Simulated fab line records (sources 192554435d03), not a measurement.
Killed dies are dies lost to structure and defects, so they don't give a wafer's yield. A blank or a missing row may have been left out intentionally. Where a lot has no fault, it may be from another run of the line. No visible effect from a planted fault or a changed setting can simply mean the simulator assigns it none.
Split-lot trial :: flow n5_finfet :: route with 1938 steps; 7 lots, 21 wafers read

## THE SPLIT
At N5_BEOL_M0_SAQP_EXPOSE_37 (exposes mask M0 CUT1, target cd 30 nm), the setting dose_mj was moved away from the recipe's 44.75 on 7 of the 21 wafers read, by -5.5% to +6.9%. The other wafers ran this setting at the recipe's value.

## FROM THE SPLIT TO THE READING: what the file shows between them, 2 steps
- N5_BEOL_M0_SAQP_PEB_38: peb time 60 s
- N5_BEOL_M0_SAQP_DEVELOP_39: develop time 30 s

## THE READING
Shown in nm: cd_nm at N5_BEOL_M0_SAQP_CD_MEAS_40, with target cd 30 nm. Fault-free wafers of this fab line usually give 30.04 nm, standard deviation 0.22 nm.

wafer: L077.1
tool, chamber at the split: euv_scanner-01, 0
dose_mj as run: 44.75
against the recipe: recipe
cd_nm, nm: 30.19
against lot-mates on the recipe: -

wafer: L077.3
tool, chamber at the split: euv_scanner-01, 0
dose_mj as run: 44.75
against the recipe: recipe
cd_nm, nm: 30.21
against lot-mates on the recipe: -

wafer: L077.5
tool, chamber at the split: euv_scanner-01, 0
dose_mj as run: 44.75
against the recipe: recipe
cd_nm, nm: 30.11
against lot-mates on the recipe: -

wafer: L082.1
tool, chamber at the split: euv_scanner-02, 0
dose_mj as run: 44.75
against the recipe: recipe
cd_nm, nm: 30.20
against lot-mates on the recipe: -

wafer: L082.3
tool, chamber at the split: euv_scanner-02, 0
dose_mj as run: 44.75
against the recipe: recipe
cd_nm, nm: 30.09
against lot-mates on the recipe: -

wafer: L082.5
tool, chamber at the split: euv_scanner-02, 0
dose_mj as run: 44.75
against the recipe: recipe
cd_nm, nm: 30.12
against lot-mates on the recipe: -

wafer: L087.2
tool, chamber at the split: euv_scanner-01, 0
dose_mj as run: 44.75
against the recipe: recipe
cd_nm, nm: 30.15
against lot-mates on the recipe: -

wafer: L087.3
tool, chamber at the split: euv_scanner-01, 0
dose_mj as run: 43.24
against the recipe: -3.4%
cd_nm, nm: 29.41
against lot-mates on the recipe: -0.74

wafer: L087.5
tool, chamber at the split: euv_scanner-01, 0
dose_mj as run: 43.24
against the recipe: -3.4%
cd_nm, nm: 29.42
against lot-mates on the recipe: -0.73

wafer: L092.3
tool, chamber at the split: euv_scanner-02, 0
dose_mj as run: 42.27
against the recipe: -5.5%
cd_nm, nm: 28.55
against lot-mates on the recipe: -1.46

wafer: L092.4
tool, chamber at the split: euv_scanner-02, 0
dose_mj as run: 44.75
against the recipe: recipe
cd_nm, nm: 30.01
against lot-mates on the recipe: -

wafer: L092.6
tool, chamber at the split: euv_scanner-02, 0
dose_mj as run: 42.27
against the recipe: -5.5%
cd_nm, nm: 28.63
against lot-mates on the recipe: -1.38

wafer: L094.1
tool, chamber at the split: euv_scanner-01, 0
dose_mj as run: 44.75
against the recipe: recipe
cd_nm, nm: 30.20
against lot-mates on the recipe: -

wafer: L094.3
tool, chamber at the split: euv_scanner-01, 0
dose_mj as run: 44.75
against the recipe: recipe
cd_nm, nm: 29.70
against lot-mates on the recipe: -

wafer: L094.4
tool, chamber at the split: euv_scanner-01, 0
dose_mj as run: 44.75
against the recipe: recipe
cd_nm, nm: 29.97
against lot-mates on the recipe: -

wafer: L095.1
tool, chamber at the split: euv_scanner-01, 0
dose_mj as run: 44.75
against the recipe: recipe
cd_nm, nm: 29.60
against lot-mates on the recipe: -

wafer: L095.2
tool, chamber at the split: euv_scanner-01, 0
dose_mj as run: 47.83
against the recipe: +6.9%
cd_nm, nm: 31.22
against lot-mates on the recipe: +1.36

wafer: L095.3
tool, chamber at the split: euv_scanner-01, 0
dose_mj as run: 44.75
against the recipe: recipe
cd_nm, nm: 30.11
against lot-mates on the recipe: -

wafer: L097.3
tool, chamber at the split: euv_scanner-02, 0
dose_mj as run: 44.75
against the recipe: recipe
cd_nm, nm: 30.14
against lot-mates on the recipe: -

wafer: L097.4
tool, chamber at the split: euv_scanner-02, 0
dose_mj as run: 42.41
against the recipe: -5.2%
cd_nm, nm: 28.77
against lot-mates on the recipe: -1.37

wafer: L097.6
tool, chamber at the split: euv_scanner-02, 0
dose_mj as run: 42.41
against the recipe: -5.2%
cd_nm, nm: 29.23
against lot-mates on the recipe: -0.91

FIT RESULTS
A straight line over all 21 wafers: cd_nm changes by +0.209 nm for each +1% of dose_mj; r = +0.95; the points scatter about the line by 0.21 nm.
The same after taking each lot's own level away (the mean of its wafers on the recipe; 21 wafers): +0.223 nm for each +1%; r = +0.97; scatter 0.16 nm.
On that fit, the largest move of dose_mj shifts the reading by 1.5 nm.
Across the lots, their own levels run from 29.855 to 30.170 nm, a range of 1.4 times the standard deviation given above.
Consequently the slope shifts little with the lot-to-lot level, the two slopes agreeing.
Check: with one of the wafers moved furthest among these (+6.9%) left out of the fit, the line predicts +1.63 nm for it against its lot-mates. It came out at +1.36 nm against them.

## FURTHER SPLITS ON THESE WAFERS
Before the reading, these wafers also passed through other splits. Each is held against what the fit with the lots' levels taken away leaves over:
other split on the same wafers: N5_MOL_CONTACT_COAG_COAT_76 spin_rpm
wafers away from the commonest value: 10
r with cd_nm (lot level and that fit taken away): +0.45

other split on the same wafers: N5_BEOL_M0_SAQP_EXPOSE_11 dose_mj
wafers away from the commonest value: 8
r with cd_nm (lot level and that fit taken away): -0.05

## THE WHOLE CHAIN: every reading that the file lists as answering this split, in the file's order
step: N5_BEOL_M0_SAQP_CD_MEAS_40
what it does: target cd 30 nm
reading: cd_nm
change (the file's fit): +0.221 nm for each +1% of the setting
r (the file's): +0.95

step: N5_BEOL_M0_SAQP_DESCUM_45
what it does: chemistry O2, time 7 s
reading: BEOL_M0_SAQP.cd_nm (the simulator's own value, which no gauge read)
change (the file's fit): +0.209 nm for each +1% of the setting
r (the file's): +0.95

step: N5_BEOL_M0_SAQP_CUT_ETCH_46
what it does: etches SOC in N2/H2, target depth 135 nm, overetch 27 nm, time 202.5 s
reading: BEOL_M0_SAQP.cd_nm (the simulator's own value, which no gauge read)
change (the file's fit): +0.218 nm for each +1% of the setting
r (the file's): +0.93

step: N5_BEOL_M0_SAQP_ETCH_49
what it does: etches SiO2 in CF4/O2, target depth 37 nm
reading: BEOL_M0_SAQP.cd_nm (the simulator's own value, which no gauge read)
change (the file's fit): +0.229 nm for each +1% of the setting
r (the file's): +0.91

## FILE'S OWN FIT
cd_nm changes by +0.221 nm for each +1% of dose_mj, r = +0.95.
